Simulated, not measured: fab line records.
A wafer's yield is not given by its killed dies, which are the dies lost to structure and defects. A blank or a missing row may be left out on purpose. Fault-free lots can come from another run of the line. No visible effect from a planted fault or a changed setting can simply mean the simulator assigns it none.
fab line records ; flow nand-harc
record lots=13; wafers=37; last-day=34
route steps=1302 shown A_STAIRCASE@650 END@1302
lots that met no fault: taken from a fault-free run of the same line
start-h: start of the lot's first displayed wafer, in hours after the record's first day ; wait-h: how many hours have passed since the lot's step before this one ; " unchanged from the row above ; L1.1+2: a single row standing in for several wafers ; - no value, or no start was given ; * or withheld: withheld ; < > ~ a bound
route shown NAME@n: names a module that has steps shown in the file, with the first one's number in the route ; usual: the fault-free wafers' mean and standard deviation ; same: alike in all rows ; chamber/n: place in a boat ; sites: per-site readings ; _std_site: how widely they spread, as a standard deviation ; _edge_site: mean of outer sites minus mean of inner sites ; radius-mm: for every site, how far away it sits from the centre of the wafer ; mask NAME#n: copy n ; behind: tool/chamber where the wafer was last shaped ; hold: why the lot went on hold/how many hours it stayed there/how the hold came to an end ; device: which transistor (n, p or np) failed to switch ; end of line: tests of these same wafers at the route's end ; where a step has no rows: the recipe by itself ; killed: dies that structure and defects cost at the first sort, which is not the same as the wafer's yield ; map: dies across one wafer; x = killed, . = not, _ = none there
set.NAME: the run value of the setting; set.NAME@STEP: its run value at that earlier step ; model.NAME: the simulator's own value behind a step, which no gauge read
route steps across a sampled set of lots; one table per step, one row per wafer
services: the hour from which a tool's chamber was out of use, counted from the record's first day as start-h (under 0 if before that day), plus the number of hours and why
## steps
# step NHARC_A_STAIRCASE_DESCUM_168
# recipe time-s=3; o2-flow-sccm=200; ar-flow-sccm=0; bias-power-w=0; chemistry=O2
# usual drypump-motor-current-A=5.6/0.38; oes-product-au=0.998/0.014; rf-vpp-V=57.8/1; showerhead-plenum-p-Torr=1.91/0.11; throttle-valve-pct=11.311/0.0086
# same bias-power-w=0
lot.wafer;tool;chamber;start-h;wait-h;drypump-motor-current-A;oes-product-au;rf-hours-counter-h;rf-vpp-V;showerhead-plenum-p-Torr;throttle-valve-pct
L511.3;rie-diel-04;1;374.60;-;6.0;0.975;1;58.4;2.06;11.322
L511.5;rie-diel-04;3;374.60;-;5.2;0.997;-;58.9;1.79;11.317
L511.6;rie-diel-04;0;374.60;-;5.5;0.995;-;58.1;2.08;11.312
L512.3;rie-diel-03;0;395.30;-;5.7;1.003;38;57.4;2.05;11.336
L512.2;rie-diel-03;1;395.30;-;5.2;0.989;34;57.3;1.86;11.319
L512.5;rie-diel-03;0;395.30;-;5.6;1.004;-;58.0;2.05;11.293
L514.1;rie-diel-04;2;413.36;-;5.4;0.984;13;58.0;1.90;11.294
L514.2;rie-diel-04;3;413.36;-;5.2;0.988;14;58.9;1.79;11.314
L514.4;rie-diel-04;3;413.36;-;5.2;0.996;-;57.0;1.79;11.310
L515.3;rie-diel-03;1;413.70;-;5.3;0.992;39;56.9;1.86;11.311
L515.1;rie-diel-03;2;413.70;-;6.1;1.013;37;56.8;1.77;11.313
L515.5;rie-diel-03;1;413.70;-;5.3;0.990;-;56.9;1.86;11.307
L516.2;rie-diel-03;2;421.72;-;6.1;0.996;40;58.0;1.77;11.321
L516.1;rie-diel-03;3;421.72;-;6.3;0.988;43;58.5;1.97;11.309
L516.3;rie-diel-03;0;421.72;-;5.7;1.005;46;59.1;2.04;11.320
L520.4;rie-diel-11;2;465.54;-;5.7;1.000;6;58.9;1.83;11.300
L520.5;rie-diel-11;1;465.54;-;6.2;1.016;-;57.4;1.85;11.303
L522.2;rie-diel-03;1;477.60;-;5.2;0.996;5;56.6;1.85;11.307
L522.4;rie-diel-03;2;477.60;-;6.1;1.023;5;58.8;2.07;11.306
L523.3;rie-diel-04;2;493.21;-;5.4;0.998;43;58.1;1.89;11.306
L523.4;rie-diel-04;0;493.21;-;5.5;1.003;38;59.2;2.06;11.301
L523.6;rie-diel-04;2;493.21;-;5.4;1.002;-;57.3;1.89;11.304
L524.2;rie-diel-11;2;493.38;-;5.6;0.998;18;57.2;1.83;11.317
L524.3;rie-diel-11;1;493.38;-;6.2;1.026;16;56.5;1.85;11.317
L524.6;rie-diel-11;2;493.38;-;5.7;1.007;-;57.7;1.83;11.306
L530.3;rie-diel-04;1;560.75;-;6.0;0.968;3;59.7;2.04;11.291
L530.2;rie-diel-04;2;560.75;-;5.4;1.013;3;58.0;1.89;11.313
L530.1;rie-diel-04;3;560.75;-;5.2;0.984;3;58.3;2.08;11.321
L529.1;rie-diel-04;0;560.90;-;5.5;0.990;3;59.1;2.06;11.326
L529.3;rie-diel-04;1;560.90;-;6.0;0.964;3;58.3;2.04;11.308
L529.5;rie-diel-04;0;560.90;-;5.6;0.990;-;56.5;2.06;11.330
L531.4;rie-diel-04;1;569.68;-;6.1;0.973;5;58.6;2.04;11.303
L531.3;rie-diel-04;2;569.68;-;5.4;1.017;5;57.4;1.89;11.301
L531.1;rie-diel-04;3;569.68;-;5.2;0.989;6;58.3;2.07;11.309
L532.2;rie-diel-11;2;580.93;-;5.7;0.987;51;56.9;1.82;11.306
L532.6;rie-diel-11;0;580.93;-;5.5;0.978;-;56.5;1.77;11.308
L532.5;rie-diel-11;1;580.93;-;6.2;1.011;-;55.5;1.84;11.309
# step NHARC_A_STAIRCASE_TRIM_12
# recipe time-s=211.2; o2-flow-sccm=500; ar-flow-sccm=0; bias-w=0; chemistry=O2
# usual drypump-motor-current-A=5.7/0.37; oes-product-au=0.998/0.015; rf-vpp-V=57.8/0.83; showerhead-plenum-p-Torr=3.56/0.18; throttle-valve-pct=17.036/0.0093
lot.wafer;tool;chamber;start-h;wait-h;drypump-motor-current-A;oes-product-au;rf-hours-counter-h;rf-vpp-V;showerhead-plenum-p-Torr;throttle-valve-pct
L511.3;rie-diel-04;1;376.54;0.1;6.0;0.963;1;58.2;3.77;17.040
L511.6;rie-diel-04;0;376.54;0.1;5.5;0.990;-;59.0;3.81;17.049
L511.5;rie-diel-04;1;376.54;0.1;6.0;0.976;-;58.3;3.77;17.041
L512.2;rie-diel-04;1;397.14;0.1;6.1;0.977;6;58.0;3.77;17.042
L512.3;rie-diel-04;2;397.14;0.1;5.4;0.993;7;58.1;3.51;17.026
L512.5;rie-diel-04;2;397.14;0.1;5.4;0.999;-;58.2;3.51;17.020
L514.4;rie-diel-11;3;415.33;0.1;5.2;0.978;47;58.1;3.60;17.047
L514.2;rie-diel-11;0;415.33;0.1;5.5;1.003;44;58.0;3.31;17.026
L514.1;rie-diel-11;1;415.33;0.1;6.2;1.005;49;57.1;3.43;17.041
L515.1;rie-diel-03;0;415.97;0.3;5.6;1.010;44;58.3;3.75;17.029
L515.3;rie-diel-03;2;415.97;0.3;6.1;1.003;38;57.3;3.28;17.040
L515.5;rie-diel-03;3;415.97;0.3;6.3;0.994;-;57.4;3.63;17.028
L516.1;rie-diel-04;2;423.94;0.1;5.4;0.985;19;58.3;3.50;17.041
L516.2;rie-diel-04;3;423.94;0.1;5.2;0.999;20;56.2;3.31;17.036
L516.3;rie-diel-04;0;423.94;0.1;5.5;0.983;8;57.4;3.80;17.031
L520.4;rie-diel-04;2;467.51;0.1;5.4;0.994;34;57.8;3.50;17.031
L520.5;rie-diel-04;0;467.51;0.1;5.5;0.984;-;58.8;3.79;17.031
L522.4;rie-diel-04;3;479.62;0.1;5.2;1.023;45;56.9;3.30;17.031
L522.2;rie-diel-04;0;479.62;0.1;5.5;0.983;34;58.1;3.79;17.047
L523.3;rie-diel-04;2;495.02;0.1;5.4;0.998;43;58.0;3.49;17.045
L523.4;rie-diel-04;3;495.02;0.1;5.2;1.026;48;58.7;3.30;17.036
L523.6;rie-diel-04;1;495.02;0.1;6.0;0.990;-;57.1;3.75;17.026
L524.3;rie-diel-03;3;495.33;0.1;6.3;0.994;9;59.2;3.62;17.031
L524.2;rie-diel-03;0;495.33;0.1;5.7;1.001;8;57.4;3.74;17.040
L524.6;rie-diel-03;1;495.33;0.1;5.3;0.983;-;57.9;3.41;17.027
L530.2;rie-diel-04;2;562.68;0.1;5.5;1.014;4;56.9;3.48;17.030
L530.3;rie-diel-04;0;562.68;0.1;5.5;0.978;3;59.0;3.78;17.025
L530.1;rie-diel-04;1;562.68;0.1;6.1;0.960;3;57.8;3.74;17.052
L529.1;rie-diel-03;1;563.08;0.1;5.3;0.998;32;56.2;3.40;17.042
L529.3;rie-diel-03;2;563.08;0.1;6.1;1.023;34;59.1;3.79;17.040
L529.5;rie-diel-03;3;563.08;0.1;6.3;0.989;-;58.5;3.61;17.043
L531.1;rie-diel-04;0;571.48;0.1;5.5;0.990;6;57.7;3.77;17.045
L531.4;rie-diel-04;1;571.48;0.1;6.1;0.975;5;58.2;3.74;17.036
L531.3;rie-diel-04;2;571.48;0.1;5.4;1.016;5;57.4;3.48;17.029
L532.2;rie-diel-04;3;582.88;0.1;5.2;0.996;11;57.4;3.80;17.013
L532.5;rie-diel-04;1;582.88;0.1;6.0;0.983;-;58.9;3.74;17.042
L532.6;rie-diel-04;2;582.88;0.1;5.4;1.012;-;58.0;3.48;17.027
# step NHARC_A_STAIRCASE_ETCH_19
# recipe target-depth-a=1000; time-s=40.5; ion-energy-ev=400; c4f8-flow-sccm=20; o2-flow-sccm=10; ar-flow-sccm=withheld; rf-w=600; bias-w=1000; chemistry=C4F8/O2
# usual oes-product-au=0.943/0.014; rf-vpp-V=896/6.8; run-length-s=61.8/0.42
lot.wafer;tool;chamber;start-h;wait-h;oes-product-au;rf-hours-counter-h;rf-vpp-V;run-length-s
L511.3;rie-diel-04;1;377.38;-;0.925;2;907;62.4
L511.6;rie-diel-04;3;377.38;-;0.940;-;889;61.5
L511.5;rie-diel-04;0;377.38;-;0.947;-;906;61.3
L512.3;rie-diel-04;3;398.13;-;0.948;10;889;61.5
L512.2;rie-diel-04;1;398.13;-;0.924;7;904;61.6
L512.5;rie-diel-04;2;398.13;-;0.940;-;895;61.2
L514.4;rie-diel-11;2;416.26;-;0.948;50;890;61.6
L514.2;rie-diel-11;3;416.26;-;0.911;48;899;61.7
L514.1;rie-diel-11;1;416.26;-;0.955;49;891;62.8
L515.3;rie-diel-03;3;416.88;-;0.933;42;900;61.5
L515.1;rie-diel-03;0;416.88;-;0.935;44;904;63.0
L515.5;rie-diel-03;1;416.88;-;0.950;-;893;61.6
L516.1;rie-diel-04;2;424.96;-;0.929;20;896;61.3
L516.2;rie-diel-04;0;424.96;-;0.934;9;903;61.5
L516.3;rie-diel-04;1;424.96;-;0.932;18;903;62.3
L520.4;rie-diel-04;1;471.37;-;0.920;35;903;72.3
L520.5;rie-diel-04;3;471.37;-;0.957;-;886;61.5
L522.2;rie-diel-04;2;480.45;-;0.949;39;896;71.5
L522.4;rie-diel-04;3;480.45;-;0.962;45;888;71.9
L523.3;rie-diel-04;1;495.84;-;0.928;43;905;61.5
L523.4;rie-diel-04;0;495.84;-;0.950;38;906;72.1
L523.6;rie-diel-04;1;495.84;-;0.927;-;903;61.8
L524.3;rie-diel-03;3;496.15;-;0.945;9;898;61.7
L524.2;rie-diel-03;2;496.15;-;0.977;13;905;62.0
L524.6;rie-diel-03;3;496.15;-;0.947;-;899;62.1
L530.3;rie-diel-04;3;563.53;-;0.942;4;906;61.4
L530.1;rie-diel-04;1;563.53;-;0.926;4;904;61.7
L530.2;rie-diel-04;2;563.53;-;0.961;4;892;61.4
L529.3;rie-diel-03;1;563.90;-;0.952;32;892;61.5
L529.1;rie-diel-03;0;563.90;-;0.938;26;903;62.3
L529.5;rie-diel-03;2;563.90;-;0.967;-;905;62.0
L531.1;rie-diel-04;0;572.32;-;0.926;6;904;61.5
L531.3;rie-diel-04;2;572.32;-;0.968;6;894;61.5
L531.4;rie-diel-04;3;572.32;-;0.927;6;906;62.0
L532.2;rie-diel-04;3;583.70;-;0.939;11;905;61.5
L532.6;rie-diel-04;3;583.70;-;0.939;-;906;61.6
L532.5;rie-diel-04;0;583.70;-;0.940;-;904;61.7
# step NHARC_A_STAIRCASE_ETCH_23
# recipe target-depth-a=1000; time-s=40.5; ion-energy-ev=400; c4f8-flow-sccm=20; o2-flow-sccm=10; ar-flow-sccm=withheld; rf-w=600; bias-w=1000; chemistry=C4F8/O2
# usual oes-product-au=0.951/0.015; rf-vpp-V=895/6.2; run-length-s=61.9/0.44
lot.wafer;tool;chamber;start-h;wait-h;oes-product-au;rf-hours-counter-h;rf-vpp-V;run-length-s
L511.3;rie-diel-11;3;-;-;0.965;38;897;61.6
L511.6;rie-diel-11;2;-;-;0.947;-;891;62.2
L511.5;rie-diel-11;3;-;-;0.954;-;899;61.9
L512.2;rie-diel-04;1;-;-;0.930;7;905;61.7
L512.3;rie-diel-04;3;-;-;0.952;10;888;61.6
L512.5;rie-diel-04;3;-;-;0.958;-;888;61.8
L514.1;rie-diel-11;3;-;-;0.931;48;899;61.9
L514.4;rie-diel-11;0;-;-;0.953;44;889;61.7
L514.2;rie-diel-11;1;-;-;0.957;49;891;63.0
L515.1;rie-diel-03;2;-;-;0.953;39;887;62.1
L515.3;rie-diel-03;3;-;-;0.927;42;898;61.9
L515.5;rie-diel-03;3;-;-;0.933;-;900;61.4
L516.1;rie-diel-03;3;-;-;0.944;44;898;62.0
L516.3;rie-diel-03;0;-;-;0.938;46;905;62.3
L516.2;rie-diel-03;2;-;-;0.975;41;888;62.2
L520.4;rie-diel-11;1;-;-;0.957;9;892;62.5
L520.5;rie-diel-11;1;-;-;0.945;-;892;62.4
L522.4;rie-diel-11;2;-;-;0.950;12;892;62.0
L522.2;rie-diel-11;0;-;-;0.954;11;889;61.7
L523.4;rie-diel-04;2;-;-;0.941;43;894;61.5
L523.3;rie-diel-04;0;-;-;0.965;38;904;61.4
L523.6;rie-diel-04;3;-;-;0.981;-;888;61.6
L524.3;rie-diel-11;2;-;-;0.945;18;890;62.6
L524.2;rie-diel-11;3;-;-;0.973;16;899;61.6
L524.6;rie-diel-11;1;-;-;0.974;-;891;62.7
L530.3;rie-diel-11;0;-;-;0.956;37;889;62.0
L530.1;rie-diel-11;1;-;-;0.981;40;890;63.3
L530.2;rie-diel-11;3;-;-;0.959;41;896;61.4
L529.3;rie-diel-03;1;-;-;0.935;32;891;61.4
L529.1;rie-diel-03;3;-;-;0.952;28;898;61.5
L529.5;rie-diel-03;1;-;-;0.945;-;891;61.5
L531.4;rie-diel-04;1;-;-;0.920;6;904;61.5
L531.3;rie-diel-04;2;-;-;0.942;6;894;61.3
L531.1;rie-diel-04;3;-;-;0.930;7;905;61.7
L532.2;rie-diel-03;2;-;-;0.993;40;906;62.1
L532.5;rie-diel-03;0;-;-;0.962;-;902;62.3
L532.6;rie-diel-03;1;-;-;0.964;-;892;61.6
# step NHARC_END_SORT_01
# recipe temp-c=25
# usual killed-at-array=55/19; killed-at-other=0.9/1.4; killed-at-periphery=3.8/2.9; killed-dies=60/19; killed-open=3.3/1.8; killed-short=2.6/1.6
# same gross-dies=677
lot.wafer;tool;chamber;start-h;wait-h;killed-at-array;killed-at-other;killed-at-periphery;killed-dies;killed-open;killed-short
L522.2;prober-02;0;699.17;2.8;390;0;5;395;3;2
L522.4;prober-02;0;700.75;3.4;445;0;2;447;0;1
L523.3;prober-01;0;717.74;3.1;67;1;3;71;2;2
L523.4;prober-01;0;718.54;3.4;505;0;4;509;3;2
L523.6;prober-01;0;720.16;4.0;64;2;1;67;2;1
# killed by level:class
L522.2 A_STAIRCASE:area-etch=342 A_SLIT:chamber-film-flake=24 A_CHANNEL_HOLE_D2:chamber-film-flake=10 A_CHANNEL_HOLE_D1:chamber-film-flake=4 P_GATE:chamber-film-flake=3 P_GATE:geometric-particle:open=2 A_STAIRCASE:chamber-film-flake=2 A_CONTACT:chamber-film-flake=2
L522.4 A_STAIRCASE:area-etch=397 A_SLIT:chamber-film-flake=23 A_CHANNEL_HOLE_D2:chamber-film-flake=10 A_CHANNEL_HOLE_D1:chamber-film-flake=7 A_CHANNEL_FILL_D1:chamber-film-flake=3 A_STAIRCASE:chamber-film-flake=3 P_GATE:chamber-film-flake=2 A_SGD_CUT:geometric-particle:short=1
L523.3 A_CHANNEL_HOLE_D1:chamber-film-flake=26 A_CHANNEL_HOLE_D2:chamber-film-flake=15 A_CONTACT:chamber-film-flake=9 A_SLIT:chamber-film-flake=4 A_STAIRCASE:chamber-film-flake=4 A_BONDPAD:chamber-film-flake=3 P_GATE:chamber-film-flake=2 A_ONON_D1:geometric-particle:open=1
L523.4 A_STAIRCASE:area-etch=429 A_CHANNEL_HOLE_D1:chamber-film-flake=35 A_CHANNEL_HOLE_D2:chamber-film-flake=21 A_CONTACT:chamber-film-flake=7 A_ZERO_WELL:chamber-film-flake=2 A_CHANNEL_FILL_D1:chamber-film-flake=2 A_STAIRCASE:chamber-film-flake=2 A_BONDPAD:chamber-film-flake=2
L523.6 A_CHANNEL_HOLE_D1:chamber-film-flake=32 A_CHANNEL_HOLE_D2:chamber-film-flake=13 A_CONTACT:chamber-film-flake=6 A_STAIRCASE:chamber-film-flake=4 A_SLIT:chamber-film-flake=3 A_WL_FILL:chamber-film-flake=2 THIN_TSV:chamber-film-flake=2 P_M0:geometric-particle:open=1
## services
tool;chamber;start-h;hours;kind
rie-diel-04;2;351.08;3.3;repair
rie-diel-04;-;358.76;9.0;pm
rie-diel-04;0;358.76;9.0;vent-cycle
rie-diel-04;1;358.76;9.0;vent-cycle
rie-diel-04;2;358.76;9.0;vent-cycle
rie-diel-04;3;358.76;9.0;vent-cycle
rie-diel-04;0;367.76;-;clean
rie-diel-04;0;367.76;-;consumable-replace:focus-ring
rie-diel-04;0;367.76;-;consumable-replace:showerhead
rie-diel-04;1;367.76;-;clean
rie-diel-04;2;367.76;-;clean
rie-diel-04;3;367.76;-;clean
rie-diel-03;-;368.51;0.6;repair
rie-diel-04;0;392.26;-;clean
rie-diel-04;1;392.26;-;clean
rie-diel-04;2;392.26;-;clean
rie-diel-04;3;392.26;-;clean
rie-diel-04;0;393.17;26.6;repair
rie-diel-04;1;418.00;-;clean
rie-diel-11;-;434.79;9.0;pm
rie-diel-03;-;458.59;9.0;pm
rie-diel-03;2;517.55;7.5;repair
rie-diel-04;-;535.82;9.0;pm
rie-diel-03;3;546.16;10.6;repair
## key
first-sign step=NHARC_A_STAIRCASE_ETCH_19; reading=run-length-s; direction=up; sigmas=24; usual=*; struck=*
effect step=NHARC_END_SORT_01; reading=killed-dies; direction=up; sigmas=21; usual=60; struck=450
more-kills-born-at NHARC_A_STAIRCASE_ETCH_19@rie-diel-04=1168
met-at NHARC_A_STAIRCASE_ETCH_19
struck-lots L520,L522,L523
struck-wafers L520.4,L522.2,L522.4,L523.4
later-rows-left-out L520.4,L522.2,L522.4,L523.4
sort-left-out L520.4
tester-left-out L520,L522,L523
not-acting-at NHARC_A_STAIRCASE_DESCUM_168,NHARC_A_STAIRCASE_TRIM_12,NHARC_A_STAIRCASE_ETCH_23
onset-between 424.96 471.37
fault kind=process-parameter-drift; tool=rie-diel-04; chamber=-; onset-h=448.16; steps=NHARC_A_STAIRCASE_ETCH_19; channel=time-s; offset=*; shape=step; end-h=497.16; scope=struck-wafers-only; acts-in=*; stated=*
# tester-left-out: of these lots the tester's yield and bins aren't shown, on N5 and GAA mostly nor the transistor test; their killed dies are dies lost to structure and defects alone, not to doping, threshold or leakage, so they don't give the yield
# sort-left-out: the simulated sort isn't trusted on such a fault, so these wafers' sort isn't shown, and their yield isn't known
# later-rows-left-out: the simulator's readings of these wafers behind a module that went badly wrong aren't trusted and aren't shown, but for the sort
